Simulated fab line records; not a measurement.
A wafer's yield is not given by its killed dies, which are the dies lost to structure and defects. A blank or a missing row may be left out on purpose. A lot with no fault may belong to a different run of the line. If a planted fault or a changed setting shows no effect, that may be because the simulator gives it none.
fab line records	flow nand_harc
[record] lots = 24	wafers = 72	last_day = 32
route steps=1302 shown A_CONTACT@1087 A_BLC@1125 A_M0@1147
lots that met no fault: taken from a fault-free run of the same line
start_h: hours from the record's opening day to when the first of the lot's shown wafers began	wait_h: hours elapsed since this lot's preceding step	" repeats the value in the row above	L1.1+2: several wafers, shown together as one row	- no value, or no start given	* or withheld: withheld	< > ~ a bound
route shown NAME@n: names a module that has steps shown in the file, with the first one's number in the route	usual: the fault-free wafers' mean and standard deviation	same: alike in all rows	chamber/n: place in a boat	sites: readings site by site	_std_site: the values' standard deviation	_edge_site: mean of outer sites minus mean of inner sites	radius_mm: how far each site lies from the wafer's centre	mask NAME#n: copy n	behind: the tool/chamber that last shaped the wafer	hold: the reason the lot was held/the length of the hold in hours/how it ended	device: whichever transistor did not switch (one of n, p or np)	end of line: the tests these same wafers got at the end of their route	a step with no rows: only its recipe	killed: count of dies lost to structure and defects at first sort (not the wafer's yield)	map: a wafer's dies, x killed, . not, _ none there
set.NAME: the setting the step ran with; set.NAME@STEP: the setting that earlier step ran with	model.NAME: the simulator's own value behind a step, which no gauge read
route steps across a sampled set of lots; one table per step, one row per wafer
services: a tool's chamber out of use, with start hour (start_h, from the record's first day; less than 0 if before it), hours out, and reason
[[steps]]
[step NHARC_A_CONTACT_ETCH_135]
[recipe] source_w = withheld	pressure_mtorr = 20	bias_v = 1200	time_s = 311	target_depth_a = 19120	ar_flow_sccm = withheld	c4f8_flow_sccm = withheld	o2_flow_sccm = withheld	chemistry = C4F8/O2/Ar
lot.wafer	tool	chamber	start_h	wait_h	rf_hours_counter_h
L074.2	har_cap_etch-03	0	515.50	0.2	43
L074.1	"	1	"	"	43
L074.6	"	0	"	"	-
L076.1	har_cap_etch-02	0	531.04	0.2	93
L076.4	"	0	"	"	-
L076.5	"	0	"	"	-
L075.1	har_cap_etch-01	0	535.90	0.2	7
L075.4	"	0	"	"	-
L075.5	"	0	"	"	-
L077.2	har_cap_etch-03	0	537.10	0.2	48
L077.4	"	1	"	"	-
L077.5	"	1	"	"	-
L078.1	har_cap_etch-02	0	538.52	0.2	94
L078.2	"	1	"	"	94
L078.6	"	0	"	"	-
L079.2	har_cap_etch-03	1	566.88	0.2	51
L079.4	"	1	"	"	-
L079.5	"	0	"	"	-
L080.2	har_cap_etch-02	0	581.19	0.2	100
L080.1	"	1	"	"	100
L080.6	"	1	"	"	-
L081.1	har_cap_etch-02	0	585.73	0.2	101
L081.4	"	1	"	"	-
L081.5	"	0	"	"	-
L082.4	har_cap_etch-03	0	591.16	0.2	-
L082.3	"	1	"	"	-
L082.5	"	0	"	"	-
L083.3	har_cap_etch-03	1	601.50	0.2	-
L083.4	"	0	"	"	-
L083.6	"	0	"	"	-
L084.1	har_cap_etch-01	0	618.09	0.2	21
L084.4	"	1	"	"	-
L084.5	"	1	"	"	-
L087.2	har_cap_etch-02	1	634.96	0.2	109
L087.1	"	0	"	"	109
L087.3	"	1	"	"	-
L085.2	har_cap_etch-01	1	637.19	0.2	24
L085.3	"	1	"	"	-
L085.6	"	0	"	"	-
L086.1	har_cap_etch-02	1	644.86	0.2	111
L086.3	"	1	"	"	-
L086.4	"	0	"	"	-
L090.2	har_cap_etch-03	0	666.39	0.2	69
L090.4	"	1	"	"	-
L090.5	"	0	"	"	-
L091.2	har_cap_etch-01	1	667.96	0.2	31
L091.3	"	0	"	"	-
L091.4	"	1	"	"	-
L089.2	har_cap_etch-01	1	675.91	0.2	33
L089.4	"	1	"	"	-
L089.5	"	0	"	"	-
L088.2	har_cap_etch-03	1	677.33	0.2	72
L088.6	"	0	"	"	-
L088.5	"	1	"	"	-
L093.2	har_cap_etch-01	1	691.95	0.2	36
L093.1	"	0	"	"	36
L093.5	"	0	"	"	-
L092.2	har_cap_etch-03	0	692.99	0.2	76
L092.4	"	0	"	"	-
L092.6	"	0	"	"	-
L095.1	har_cap_etch-03	1	710.07	0.2	79
L095.2	"	0	"	"	79
L095.6	"	1	"	"	-
L094.2	har_cap_etch-01	0	711.61	0.2	42
L094.1	"	1	"	"	42
L094.3	"	1	"	"	-
L097.1	har_cap_etch-02	0	717.54	0.2	128
L097.3	"	0	"	"	-
L097.5	"	0	"	"	-
L096.1	har_cap_etch-01	1	723.72	0.2	43
L096.4	"	0	"	"	-
L096.6	"	1	"	"	-
[step NHARC_A_CONTACT_ETCH_136]
[recipe] source_w = withheld	pressure_mtorr = 20	bias_v = 1200	time_s = 311	target_depth_a = 19120	ar_flow_sccm = withheld	c4f8_flow_sccm = withheld	o2_flow_sccm = withheld	chemistry = C4F8/O2/Ar
lot.wafer	tool	chamber	start_h	wait_h	rf_hours_counter_h
L074.2	har_cap_etch-03	0	515.78	0.2	44
L074.1	"	1	"	"	44
L074.6	"	0	"	"	-
L076.1	har_cap_etch-02	0	531.32	0.2	93
L076.4	"	0	"	"	-
L076.5	"	0	"	"	-
L075.1	har_cap_etch-01	0	536.17	0.2	7
L075.4	"	0	"	"	-
L075.5	"	0	"	"	-
L077.2	har_cap_etch-03	0	537.37	0.2	48
L077.4	"	1	"	"	-
L077.5	"	1	"	"	-
L078.1	har_cap_etch-02	0	538.89	0.3	94
L078.2	"	1	"	"	94
L078.6	"	0	"	"	-
L079.2	har_cap_etch-03	1	567.15	0.2	51
L079.4	"	1	"	"	-
L079.5	"	0	"	"	-
L080.2	har_cap_etch-02	0	581.55	0.3	100
L080.1	"	1	"	"	100
L080.6	"	1	"	"	-
L081.1	har_cap_etch-02	0	586.00	0.2	101
L081.4	"	1	"	"	-
L081.5	"	0	"	"	-
L082.4	har_cap_etch-03	0	591.43	0.2	-
L082.3	"	1	"	"	-
L082.5	"	0	"	"	-
L083.3	har_cap_etch-03	1	601.77	0.2	-
L083.4	"	0	"	"	-
L083.6	"	0	"	"	-
L084.1	har_cap_etch-01	0	618.36	0.2	21
L084.4	"	1	"	"	-
L084.5	"	1	"	"	-
L087.2	har_cap_etch-02	1	635.23	0.2	109
L087.1	"	0	"	"	109
L087.3	"	1	"	"	-
L085.2	har_cap_etch-01	1	637.46	0.2	24
L085.3	"	1	"	"	-
L085.6	"	0	"	"	-
L086.1	har_cap_etch-02	1	645.13	0.2	111
L086.3	"	1	"	"	-
L086.4	"	0	"	"	-
L090.2	har_cap_etch-03	0	666.76	0.3	69
L090.4	"	1	"	"	-
L090.5	"	0	"	"	-
L091.2	har_cap_etch-01	1	668.23	0.2	32
L091.3	"	0	"	"	-
L091.4	"	1	"	"	-
L089.2	har_cap_etch-01	1	676.18	0.2	33
L089.4	"	1	"	"	-
L089.5	"	0	"	"	-
L088.2	har_cap_etch-03	1	677.61	0.2	73
L088.6	"	0	"	"	-
L088.5	"	1	"	"	-
L093.2	har_cap_etch-01	1	692.22	0.2	36
L093.1	"	0	"	"	36
L093.5	"	0	"	"	-
L092.2	har_cap_etch-03	0	693.27	0.2	76
L092.4	"	0	"	"	-
L092.6	"	0	"	"	-
L095.1	har_cap_etch-03	1	710.34	0.2	79
L095.2	"	0	"	"	79
L095.6	"	1	"	"	-
L094.2	har_cap_etch-01	0	711.88	0.2	42
L094.1	"	1	"	"	42
L094.3	"	1	"	"	-
L097.1	har_cap_etch-02	0	717.81	0.2	128
L097.3	"	0	"	"	-
L097.5	"	0	"	"	-
L096.1	har_cap_etch-01	1	723.99	0.2	43
L096.4	"	0	"	"	-
L096.6	"	1	"	"	-
[step NHARC_A_CONTACT_CMP_20]
[recipe] t_overpolish_s = 30	target_thk_nm = 300
[usual] motor_current_A = 11.6/1	overpolish_run_s = 29.999/0.0085	slurry_filter_dp_kPa = 13.50/0.14	time_to_endpoint_s = 59/3.9
lot.wafer	tool	chamber	start_h	wait_h	motor_current_A	overpolish_run_s	slurry_filter_dp_kPa	time_to_endpoint_s
L074.1	cmp-04	3	519.64	0.8	11.1	29.992	13.65	52
L074.2	"	0	"	"	12.4	29.996	13.58	60
L074.6	"	0	"	"	11.9	30.000	13.44	64
L076.4	cmp-04	2	535.18	0.4	13.9	29.986	13.37	54
L076.1	"	0	"	"	11.9	29.995	13.58	62
L076.5	"	2	"	"	14.5	30.005	13.55	56
L075.1	cmp-03	2	540.24	0.6	12.0	29.999	13.36	65
L075.4	"	3	"	"	11.1	30.009	13.32	60
L075.5	"	3	"	"	11.7	30.007	13.15	60
L077.2	cmp-04	3	541.10	0.7	10.8	30.007	13.41	50
L077.4	"	1	"	"	12.2	30.000	13.74	62
L077.5	"	3	"	"	10.6	30.017	13.74	53
L078.1	cmp-01	2	543.13	0.8	11.4	30.005	13.43	56
L078.2	"	3	"	"	10.7	29.984	13.55	55
L078.6	"	1	"	"	9.7	30.000	13.52	63
L079.4	cmp-03	2	570.87	0.4	11.3	30.005	13.35	65
L079.2	"	1	"	"	10.9	29.981	13.54	59
L079.5	"	3	"	"	12.4	29.989	13.38	61
L080.1	cmp-01	1	585.55	0.8	9.7	30.015	13.40	66
L080.2	"	0	"	"	10.8	30.003	13.46	59
L080.6	"	1	"	"	10.3	30.015	13.58	65
L081.4	cmp-03	0	589.63	0.5	12.9	30.002	13.62	67
L081.1	"	1	"	"	10.0	29.994	13.50	61
L081.5	"	0	"	"	12.7	29.999	13.33	62
L082.3	cmp-04	3	595.04	0.5	10.9	30.001	13.44	57
L082.4	"	0	"	"	13.2	29.987	13.49	65
L082.5	"	3	"	"	11.4	29.988	13.38	58
L083.3	cmp-01	0	605.34	0.5	11.3	29.983	13.69	54
L083.4	"	2	"	"	11.0	30.011	13.21	55
L083.6	"	0	"	"	10.7	29.998	13.44	57
L084.4	cmp-03	0	622.25	0.5	12.4	30.005	13.38	59
L084.1	"	1	"	"	10.1	30.000	13.46	59
L084.5	"	3	"	"	11.6	30.001	13.58	56
L087.3	cmp-04	3	639.43	0.4	11.1	30.002	13.51	54
L087.1	"	0	"	"	11.5	30.003	13.29	63
L087.2	"	1	"	"	12.2	30.001	13.57	64
L085.2	cmp-03	2	642.43	0.7	11.7	29.995	13.68	61
L085.3	"	0	"	"	12.5	29.978	13.42	62
L085.6	"	3	"	"	11.9	29.998	13.44	60
L086.3	cmp-03	2	648.78	0.4	11.6	29.998	13.33	63
L086.1	"	3	"	"	11.4	29.994	13.78	60
L086.4	"	1	"	"	10.3	30.000	13.38	58
L090.2	cmp-04	0	670.76	0.8	12.4	29.988	13.67	59
L090.4	"	1	"	"	11.5	30.004	13.50	60
L090.5	"	0	"	"	12.7	29.993	13.34	60
L091.2	cmp-03	3	671.95	0.6	11.4	30.010	13.65	57
L091.4	"	1	"	"	10.3	30.001	13.47	59
L091.3	"	2	"	"	11.6	29.987	13.72	59
L089.2	cmp-01	0	679.93	0.8	11.4	30.002	13.73	57
L089.4	"	2	"	"	12.7	30.003	13.47	60
L089.5	"	0	"	"	11.1	30.009	13.56	56
L088.2	cmp-03	1	681.27	0.8	10.4	29.995	13.55	58
L088.5	"	2	"	"	12.0	30.006	13.43	60
L088.6	"	3	"	"	12.3	29.987	13.30	57
L093.2	cmp-01	0	695.93	0.8	11.1	29.997	13.43	57
L093.1	"	3	"	"	11.7	30.008	13.44	57
L093.5	"	1	"	"	9.9	30.003	13.25	68
L092.2	cmp-03	0	696.85	0.8	13.0	30.000	13.63	61
L092.4	"	2	"	"	11.8	29.996	13.30	61
L092.6	"	1	"	"	10.0	30.012	13.38	57
L095.1	cmp-03	3	713.98	0.8	11.7	30.001	13.34	57
L095.2	"	0	"	"	12.0	30.007	13.36	58
L095.6	"	0	"	"	12.3	30.002	13.64	58
L094.3	cmp-03	1	715.50	0.5	10.2	30.000	13.49	60
L094.2	"	2	"	"	12.0	29.991	13.50	62
L094.1	"	3	"	"	11.4	29.991	13.19	57
L097.3	cmp-03	3	721.40	0.4	11.8	29.996	13.68	51
L097.1	"	0	"	"	12.7	30.010	13.19	61
L097.5	"	3	"	"	11.3	30.002	13.68	55
L096.4	cmp-01	1	727.66	0.4	9.9	30.010	13.39	64
L096.1	"	3	"	"	11.6	29.992	13.40	57
L096.6	"	0	"	"	11.2	29.983	13.51	53
[step NHARC_A_BLC_STRIP_29]
[recipe] cf4_flow_sccm = 150	ar_flow_sccm = 0	bias_w = 0	chemistry = CF4
[usual] drypump_motor_current_A = 6.0/0.45	oes_product_au = 0.998/0.017	rf_vpp_V = 59.4/1	showerhead_plenum_p_Torr = 1.76/0.064	throttle_valve_pct = 13.284/0.0094
lot.wafer	tool	chamber	start_h	wait_h	drypump_motor_current_A	oes_product_au	rf_hours_counter_h	rf_vpp_V	showerhead_plenum_p_Torr	throttle_valve_pct
L074.1	rie_diel-07	0	521.80	0.1	6.6	0.992	2	58.8	1.68	13.289
L074.2	"	1	"	"	5.3	0.995	4	60.1	1.71	13.286
L074.6	"	3	"	"	6.2	0.983	-	59.7	1.78	13.267
L076.1	rie_diel-07	0	537.30	0.1	6.6	1.002	3	57.5	1.68	13.291
L076.4	"	1	"	"	5.3	1.010	5	58.8	1.71	13.293
L076.5	"	3	"	"	6.2	1.006	-	57.7	1.78	13.288
L075.4	rie_diel-11	0	542.41	0.1	5.8	0.990	7	58.2	1.73	13.289
L075.1	"	1	"	"	6.5	1.010	8	58.5	1.85	13.290
L075.5	"	3	"	"	6.2	0.994	-	59.8	1.85	13.284
L077.2	rie_diel-11	0	543.11	0.1	5.8	0.981	7	59.0	1.73	13.289
L077.4	"	2	"	"	6.0	1.003	9	58.7	1.79	13.283
L077.5	"	1	"	"	6.5	1.003	-	61.0	1.85	13.297
L078.1	rie_diel-11	3	545.24	0.1	6.2	0.990	8	58.6	1.85	13.296
L078.2	"	0	"	"	5.8	0.979	7	59.4	1.73	13.288
L078.6	"	3	"	"	6.2	0.979	-	60.7	1.85	13.288
L079.2	rie_diel-06	0	572.90	0.1	6.2	1.003	38	59.1	1.71	13.266
L079.4	"	2	"	"	6.3	0.984	30	59.0	1.88	13.275
L079.5	"	3	"	"	6.2	0.989	-	59.4	1.70	13.295
L080.1	rie_diel-11	3	587.57	0.1	6.2	0.996	11	59.3	1.85	13.287
L080.2	"	1	"	"	6.5	1.016	11	60.2	1.85	13.288
L080.6	"	3	"	"	6.2	0.997	-	60.8	1.85	13.275
L081.4	rie_diel-11	3	591.77	0.1	6.2	0.991	12	59.2	1.85	13.285
L081.1	"	2	"	"	5.9	1.004	12	60.1	1.79	13.262
L081.5	"	3	"	"	6.2	0.990	-	60.3	1.85	13.286
L082.4	rie_diel-11	3	597.04	0.1	6.2	0.990	12	59.1	1.85	13.269
L082.3	"	1	"	"	6.5	1.001	12	60.3	1.85	13.262
L082.5	"	2	"	"	5.9	1.018	-	58.9	1.79	13.277
L083.3	rie_diel-07	3	607.46	0.1	6.2	1.005	10	60.8	1.78	13.292
L083.4	"	1	"	"	5.3	0.991	9	60.5	1.70	13.278
L083.6	"	3	"	"	6.2	0.999	-	58.0	1.78	13.278
L084.1	rie_diel-11	1	624.21	0.1	6.5	1.006	0	60.4	1.85	13.276
L084.4	"	2	"	"	6.0	0.987	0	60.1	1.79	13.285
L084.5	"	0	"	"	5.8	0.989	-	59.1	1.73	13.284
L087.2	rie_diel-11	0	641.63	0.1	5.8	1.003	2	57.9	1.73	13.279
L087.1	"	1	"	"	6.5	1.016	2	60.3	1.85	13.283
L087.3	"	2	"	"	5.9	0.973	1	57.7	1.79	13.277
L085.3	rie_diel-07	1	644.59	0.1	5.3	1.001	13	59.5	1.70	13.282
L085.2	"	2	"	"	5.2	0.995	15	57.4	1.69	13.278
L085.6	"	0	"	"	6.6	1.007	-	59.5	1.68	13.287
L086.4	rie_diel-11	2	650.92	0.1	5.9	0.981	2	59.4	1.79	13.290
L086.3	"	3	"	"	6.2	1.024	2	58.6	1.85	13.283
L086.1	"	1	"	"	6.5	1.020	2	59.4	1.85	13.268
L090.2	rie_diel-07	2	672.90	0.1	5.2	0.964	2	59.3	1.69	13.302
L090.4	"	1	"	"	5.3	1.006	2	59.6	1.70	13.305
L090.5	"	2	"	"	5.2	0.962	-	58.0	1.69	13.282
L091.4	rie_diel-11	1	674.10	0.1	6.4	1.003	3	59.9	1.85	13.303
L091.3	"	3	"	"	6.2	1.017	3	59.9	1.85	13.282
L091.2	"	0	"	"	5.8	0.997	3	60.2	1.73	13.287
L089.4	rie_diel-07	3	682.39	0.1	6.2	1.003	2	60.1	1.78	13.286
L089.2	"	1	"	"	5.3	1.016	3	60.2	1.70	13.290
L089.5	"	0	"	"	6.6	0.996	-	57.6	1.68	13.287
L088.2	rie_diel-07	0	683.23	0.1	6.6	0.999	2	57.1	1.68	13.285
L088.5	"	1	"	"	5.3	1.027	-	60.5	1.70	13.288
L088.6	"	2	"	"	5.2	0.968	-	59.7	1.69	13.282
L093.1	rie_diel-11	1	698.09	0.1	6.4	1.010	5	60.6	1.85	13.289
L093.2	"	2	"	"	5.9	0.979	4	60.5	1.79	13.295
L093.5	"	3	"	"	6.2	1.030	-	60.9	1.85	13.292
L092.4	rie_diel-07	1	699.20	0.1	5.3	1.023	4	59.2	1.70	13.289
L092.2	"	2	"	"	5.2	0.958	4	61.4	1.69	13.274
L092.6	"	0	"	"	6.6	0.987	-	60.2	1.68	13.287
L095.2	rie_diel-07	0	715.99	0.1	6.6	0.987	5	61.3	1.68	13.265
L095.1	"	3	"	"	6.2	1.005	5	59.4	1.78	13.291
L095.6	"	0	"	"	6.6	0.996	-	59.4	1.68	13.287
L094.2	rie_diel-07	3	717.63	0.1	6.2	1.002	5	61.0	1.78	13.285
L094.3	"	0	"	"	6.6	0.999	5	59.7	1.68	13.283
L094.1	"	1	"	"	5.3	1.032	5	58.9	1.70	13.301
L097.1	rie_diel-11	2	723.52	0.1	6.0	1.002	7	60.5	1.79	13.302
L097.3	"	3	"	"	6.2	1.023	7	59.9	1.84	13.279
L097.5	"	3	"	"	6.2	1.030	-	60.6	1.84	13.279
L096.4	rie_diel-07	1	729.64	0.1	5.3	1.021	6	60.1	1.70	13.271
L096.1	"	0	"	"	6.6	1.002	5	56.9	1.68	13.288
L096.6	"	1	"	"	5.3	1.021	-	59.5	1.70	13.290
[step NHARC_A_M0_CD_MEAS_09]
[recipe] target_cd_nm = 80	landing_energy_ev = 500
[usual] cd_nm = 80.5/0.86
[same] landing_energy_ev = 500
lot.wafer	tool	chamber	start_h	wait_h	cd_nm
L074.1	cd_sem-02	0	524.57	-	79.9
L074.2	"	0	"	"	81.5
L074.6	"	0	"	"	79.8
L076.1	cd_sem-01	0	540.09	-	79.6
L076.4	"	0	"	"	79.8
L076.5	"	0	"	"	79.9
L075.1	cd_sem-02	0	545.19	-	81.2
L075.4	"	0	"	"	80.9
L075.5	"	0	"	"	80.6
L077.2	cd_sem-02	0	545.91	-	80.6
L077.4	"	0	"	"	80.3
L077.5	"	0	"	"	79.7
L078.1	cd_sem-03	0	548.09	-	80.7
L078.2	"	0	"	"	80.2
L078.6	"	0	"	"	81.5
L079.2	cd_sem-02	0	575.70	-	80.2
L079.4	"	0	"	"	81.2
L079.5	"	0	"	"	80.2
L080.1	cd_sem-03	0	590.40	-	81.8
L080.2	"	0	"	"	80.8
L080.6	"	0	"	"	80.2
L081.1	cd_sem-01	0	594.90	-	80.7
L081.4	"	0	"	"	78.3
L081.5	"	0	"	"	80.9
L082.3	cd_sem-01	0	599.85	-	81.1
L082.4	"	0	"	"	79.5
L082.5	"	0	"	"	80.3
L083.3	cd_sem-03	0	610.14	-	77.8
L083.4	"	0	"	"	78.3
L083.6	"	0	"	"	79.8
L084.1	cd_sem-03	0	627.00	-	79.8
L084.4	"	0	"	"	80.7
L084.5	"	0	"	"	81.4
L087.1	cd_sem-02	0	644.44	-	80.2
L087.2	"	0	"	"	80.5
L087.3	"	0	"	"	80.0
L085.2	cd_sem-01	0	647.26	-	80.4
L085.3	"	0	"	"	80.2
L085.6	"	0	"	"	79.6
L086.1	cd_sem-01	0	653.59	-	80.5
L086.3	"	0	"	"	81.2
L086.4	"	0	"	"	80.3
L090.2	cd_sem-02	0	675.71	-	80.2
L090.4	"	0	"	"	80.8
L090.5	"	0	"	"	81.5
L091.2	cd_sem-01	0	676.92	-	80.6
L091.3	"	0	"	"	80.7
L091.4	"	0	"	"	81.4
L089.2	cd_sem-03	0	685.21	-	81.3
L089.4	"	0	"	"	81.0
L089.5	"	0	"	"	80.0
L088.2	cd_sem-03	0	686.02	-	79.8
L088.5	"	0	"	"	81.4
L088.6	"	0	"	"	80.0
L093.1	cd_sem-01	0	700.86	-	81.0
L093.2	"	0	"	"	80.0
L093.5	"	0	"	"	82.1
L092.2	cd_sem-01	0	701.86	-	80.9
L092.4	"	0	"	"	80.9
L092.6	"	0	"	"	80.7
L095.1	cd_sem-01	0	718.67	-	82.5
L095.2	"	0	"	"	81.1
L095.6	"	0	"	"	80.8
L094.1	cd_sem-03	0	720.44	-	80.4
L094.2	"	0	"	"	80.3
L094.3	"	0	"	"	81.0
L097.1	cd_sem-01	0	726.32	-	79.9
L097.3	"	0	"	"	81.9
L097.5	"	0	"	"	81.6
L096.1	cd_sem-03	0	732.44	-	81.6
L096.4	"	0	"	"	80.4
L096.6	"	0	"	"	80.2
[step NHARC_A_M0_PVD_21]
[recipe] target_thk_a = 300	chamber_pressure_pa = 5	power_w = 5000	substrate_temp_c = 30	time_s = 20.49	material = Cu
[usual] throttle_valve_pct = 30.5/1
lot.wafer	tool	chamber	start_h	wait_h	throttle_valve_pct
L074.2	pvd_sputter-03	-	-	-	31.7
L074.1	"	-	"	"	29.4
L074.6	"	-	"	"	32.0
L076.4	pvd_sputter-02	-	-	-	31.9
L076.1	"	-	"	"	30.2
L076.5	"	-	"	"	29.2
L075.4	pvd_sputter-02	-	-	-	31.6
L075.1	"	-	"	"	29.2
L075.5	"	-	"	"	31.7
L077.2	pvd_sputter-01	-	-	-	28.5
L077.4	"	-	"	"	28.8
L077.5	"	-	"	"	31.1
L078.1	pvd_sputter-01	-	-	-	31.0
L078.2	"	-	"	"	28.8
L078.6	"	-	"	"	31.0
L079.4	pvd_sputter-01	-	-	-	30.9
L079.2	"	-	"	"	28.9
L079.5	"	-	"	"	29.0
L080.1	pvd_sputter-03	-	-	-	30.2
L080.2	"	-	"	"	31.6
L080.6	"	-	"	"	31.0
L081.4	pvd_sputter-02	-	-	-	29.3
L081.1	"	-	"	"	30.2
L081.5	"	-	"	"	30.2
L082.4	pvd_sputter-02	-	-	-	30.3
L082.3	"	-	"	"	30.1
L082.5	"	-	"	"	31.8
L083.4	pvd_sputter-01	-	-	-	31.3
L083.3	"	-	"	"	30.2
L083.6	"	-	"	"	31.4
L084.1	pvd_sputter-03	-	-	-	30.2
L084.4	"	-	"	"	31.1
L084.5	"	-	"	"	30.8
L087.1	pvd_sputter-03	-	-	-	31.7
L087.3	"	-	"	"	29.8
L087.2	"	-	"	"	31.2
L085.2	pvd_sputter-01	-	-	-	30.3
L085.3	"	-	"	"	31.1
L085.6	"	-	"	"	29.8
L086.3	pvd_sputter-03	-	-	-	30.8
L086.4	"	-	"	"	30.3
L086.1	"	-	"	"	31.4
L090.4	pvd_sputter-01	-	-	-	31.6
L090.2	"	-	"	"	29.8
L090.5	"	-	"	"	29.8
L091.4	pvd_sputter-02	-	-	-	29.8
L091.3	"	-	"	"	30.4
L091.2	"	-	"	"	30.2
L089.2	pvd_sputter-03	-	-	-	30.2
L089.4	"	-	"	"	30.0
L089.5	"	-	"	"	30.4
L088.2	pvd_sputter-02	-	-	-	30.5
L088.5	"	-	"	"	29.3
L088.6	"	-	"	"	31.7
L093.1	pvd_sputter-01	-	-	-	30.5
L093.2	"	-	"	"	28.5
L093.5	"	-	"	"	31.5
L092.4	pvd_sputter-01	-	-	-	30.0
L092.2	"	-	"	"	30.3
L092.6	"	-	"	"	31.4
L095.1	pvd_sputter-03	-	-	-	31.4
L095.2	"	-	"	"	31.5
L095.6	"	-	"	"	30.8
L094.1	pvd_sputter-01	-	-	-	30.3
L094.3	"	-	"	"	28.4
L094.2	"	-	"	"	31.5
L097.1	pvd_sputter-03	-	-	-	31.6
L097.3	"	-	"	"	31.1
L097.5	"	-	"	"	31.5
L096.1	pvd_sputter-03	-	-	-	31.8
L096.4	"	-	"	"	30.8
L096.6	"	-	"	"	31.4
[[services]]
tool	chamber	start_h	hours	kind
rie_diel-11	0	494.07	9.5	repair
har_cap_etch-01	-	497.00	17.0	pm
rie_diel-11	3	499.49	6.8	repair
rie_diel-07	0	500.99	6.0	repair
rie_diel-07	-	511.14	0.8	repair
rie_diel-11	-	525.59	0.2	repair
pvd_sputter-03	-	526.01	10.0	pm
cmp-03	-	561.21	4.0	pm
rie_diel-07	-	572.43	1.2	repair
cmp-03	-	573.55	0.3	repair
rie_diel-11	2	579.94	2.5	repair
pvd_sputter-01	-	582.00	10.0	pm
rie_diel-07	1	583.09	5.7	repair
rie_diel-11	-	609.50	9.0	pm
cmp-03	-	611.68	0.8	repair
cmp-03	-	634.91	1.9	repair
rie_diel-07	-	648.20	9.0	pm
rie_diel-11	0	659.02	10.2	repair
cmp-03	-	659.21	4.0	pm
rie_diel-11	-	675.13	0.6	repair
pvd_sputter-03	-	691.78	1.4	repair
cmp-03	-	707.60	0.9	repair
rie_diel-11	1	732.23	4.4	repair
rie_diel-11	-	733.71	0.9	repair
[[key]]
fault none
